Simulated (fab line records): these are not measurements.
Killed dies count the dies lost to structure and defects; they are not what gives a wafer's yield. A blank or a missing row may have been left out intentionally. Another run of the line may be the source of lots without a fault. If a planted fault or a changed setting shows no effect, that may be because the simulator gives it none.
Which tool was responsible? / flow nand_harc / 33 wafers from 11 lots sampled at 2 of the route's 1302 steps

WHAT EACH GAUGE READ, for each wafer
NHARC_P_ZERO_WELL_CD_MEAS_24: the cd target is 720 nm.
lot=L620; measured=day 1 22:46; on=cd_sem-01; cd_nm (nm)=720.3 718.4 718.4
lot=L623; measured=day 3 04:31; on=cd_sem-03; cd_nm (nm)=720.6 721.5 721.4
lot=L624; measured=day 3 14:28; on=cd_sem-02; cd_nm (nm)=719.3 721.4 720.4
lot=L626; measured=day 4 10:29; on=cd_sem-03; cd_nm (nm)=720.9 721.5 722.3
lot=L628; measured=day 5 06:40; on=cd_sem-03; cd_nm (nm)=723.0 720.5 722.1
lot=L631; measured=day 6 12:35; on=cd_sem-03; cd_nm (nm)=675.8 674.8 675.9
lot=L636; measured=day 8 14:35; on=cd_sem-03; cd_nm (nm)=718.7 718.9 721.2
lot=L640; measured=day 10 06:35; on=cd_sem-03; cd_nm (nm)=720.1 719.4 719.5
lot=L641; measured=day 10 16:37; on=cd_sem-03; cd_nm (nm)=720.5 721.7 722.2
lot=L642; measured=day 11 02:28; on=cd_sem-01; cd_nm (nm)=723.2 720.1 720.8
lot=L643; measured=day 11 12:35; on=cd_sem-03; cd_nm (nm)=719.0 719.6 721.5

TOOL THAT RAN EACH LOT (tool first, then ch and the chambers of the sampled wafers, then the start)
lot=L620; NHARC_P_ZERO_WELL_EXPOSE_21=krf_scanner-02 ch 0, day 1 22:36
lot=L623; NHARC_P_ZERO_WELL_EXPOSE_21=krf_scanner-02 ch 0, day 3 04:22
lot=L624; NHARC_P_ZERO_WELL_EXPOSE_21=krf_scanner-04 ch 0, day 3 14:19
lot=L626; NHARC_P_ZERO_WELL_EXPOSE_21=krf_scanner-02 ch 0, day 4 10:20
lot=L628; NHARC_P_ZERO_WELL_EXPOSE_21=krf_scanner-03 ch 0, day 5 06:30
lot=L631; NHARC_P_ZERO_WELL_EXPOSE_21=krf_scanner-03 ch 0, day 6 12:25
lot=L636; NHARC_P_ZERO_WELL_EXPOSE_21=krf_scanner-02 ch 0, day 8 14:25
lot=L640; NHARC_P_ZERO_WELL_EXPOSE_21=krf_scanner-03 ch 0, day 10 06:26
lot=L641; NHARC_P_ZERO_WELL_EXPOSE_21=krf_scanner-02 ch 0, day 10 16:27
lot=L642; NHARC_P_ZERO_WELL_EXPOSE_21=krf_scanner-02 ch 0, day 11 02:19
lot=L643; NHARC_P_ZERO_WELL_EXPOSE_21=krf_scanner-04 ch 0, day 11 12:26
- NHARC_P_ZERO_WELL_EXPOSE_21: exposes mask P NWELL, target cd 720 nm.

WHAT THE TOOLS THEMSELVES READ (means of the sampled wafers that have a number; where no wafer has one, the mark that the record gives instead)
NHARC_P_ZERO_WELL_EXPOSE_21.
lot=L620; tool=krf_scanner-02; focus_offset_nm (nm)=0.9
lot=L623; tool=krf_scanner-02; focus_offset_nm (nm)=-0.6
lot=L624; tool=krf_scanner-04; focus_offset_nm (nm)=0.5
lot=L626; tool=krf_scanner-02; focus_offset_nm (nm)=0.1
lot=L628; tool=krf_scanner-03; focus_offset_nm (nm)=-0.0
lot=L631; tool=krf_scanner-03; focus_offset_nm (nm)=0.6
lot=L636; tool=krf_scanner-02; focus_offset_nm (nm)=-0.4
lot=L640; tool=krf_scanner-03; focus_offset_nm (nm)=0.3
lot=L641; tool=krf_scanner-02; focus_offset_nm (nm)=0.2
lot=L642; tool=krf_scanner-02; focus_offset_nm (nm)=-0.3
lot=L643; tool=krf_scanner-04; focus_offset_nm (nm)=0.0

THE ANSWER, worked out from the rows above alone
Rule: usual is defined by the lots themselves. The widest of any qualifying gaps counts: lots, ordered by their means at a reading, are off when they make up no more than a third of the lots, leave a main group of 4 or more, and stand apart from it by 3 or more times the standard deviation of that group's means. A main group is skipped when, at the precision printed for the reading in the tables above, its means are all equal. A lot without any number at a reading at which 4 lots or more have one is off too. All remaining lots with rows at the step are treated as sound. The gauges are gone through in route order, then the tools' own readings, and for those a lot's mean is taken as printed above. The first step at which some lot is off is used, and at that step the reading that is off furthest; a lot without a number counts as furthest.
Off: L631 (NHARC_P_ZERO_WELL_CD_MEAS_24, cd_nm). The main group: mean 720.6 nm, standard deviation 0.94.
If a tool, at a process step before that reading, ran all the lots that are off and no sound lot after the first of them, it fits. Gauges at NHARC_P_ZERO_WELL_CD_MEAS_24: tried the same way as those tools. No candidate that was tried fits.

WHAT THE SIMULATOR HAD PUT IN
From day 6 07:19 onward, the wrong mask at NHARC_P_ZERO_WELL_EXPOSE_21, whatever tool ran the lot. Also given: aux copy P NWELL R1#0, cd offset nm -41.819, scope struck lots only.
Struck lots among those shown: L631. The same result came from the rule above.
